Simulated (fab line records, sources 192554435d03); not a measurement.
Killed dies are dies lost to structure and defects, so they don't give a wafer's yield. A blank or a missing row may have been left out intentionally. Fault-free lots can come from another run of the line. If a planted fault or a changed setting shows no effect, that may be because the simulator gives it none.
Chamber matching :: flow n5_finfet :: 4 sister chambers for N5_DUMMY_GATE_TRIM_49 on rie_si-01
The step chemistry O2, time 29 s, target cd 14 nm. 4 wafers are shown with their chamber, then 6 later ones without.

## EACH WAFER AND ITS CHAMBER
wafer: L898.6
chamber: 0
drypump_motor_current_A (A): 6.3

wafer: L907.3
chamber: 1
drypump_motor_current_A (A): 5.2

wafer: L907.4
chamber: 3
drypump_motor_current_A (A): 5.9

wafer: L907.6
chamber: 2
drypump_motor_current_A (A): 6.3

## WAFERS WHOSE CHAMBER IS MISSING
wafer: L908.1
drypump_motor_current_A (A): 6.2

wafer: L908.5
drypump_motor_current_A (A): 5.9

wafer: L908.6
drypump_motor_current_A (A): 6.3

wafer: L909.2
drypump_motor_current_A (A): 5.2

wafer: L909.3
drypump_motor_current_A (A): 6.3

wafer: L909.4
drypump_motor_current_A (A): 5.9

## WHICH CHAMBER EACH ONE RAN IN
wafer: L908.1
from the rows above: can't be placed: 0 or 2
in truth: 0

wafer: L908.5
from the rows above: 3
in truth: 3

wafer: L908.6
from the rows above: can't be placed: 0 or 2
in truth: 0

wafer: L909.2
from the rows above: 1
in truth: 1

wafer: L909.3
from the rows above: can't be placed: 0 or 2
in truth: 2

wafer: L909.4
from the rows above: 3
in truth: 3
3 of 6 placed correctly. From these rows, 3 cannot be placed; in 3 the true chamber is one of the candidates. 0 placed wrongly.
How it was worked out, from the rows above alone: a wafer's distance from a chamber is the root of the sum, over the readings, of the square of ((its reading less the chamber's mean) divided by the reading's scatter). If the next closest chamber is less than 2 further off than the closest, the wafer can't be placed; otherwise it belongs to the closest. The mean given for a chamber averages the wafers shown for that chamber. The scatter (one wafer shown for each chamber): square how far every hidden wafer sits from the nearest shown wafer, average those squares and take the square root.
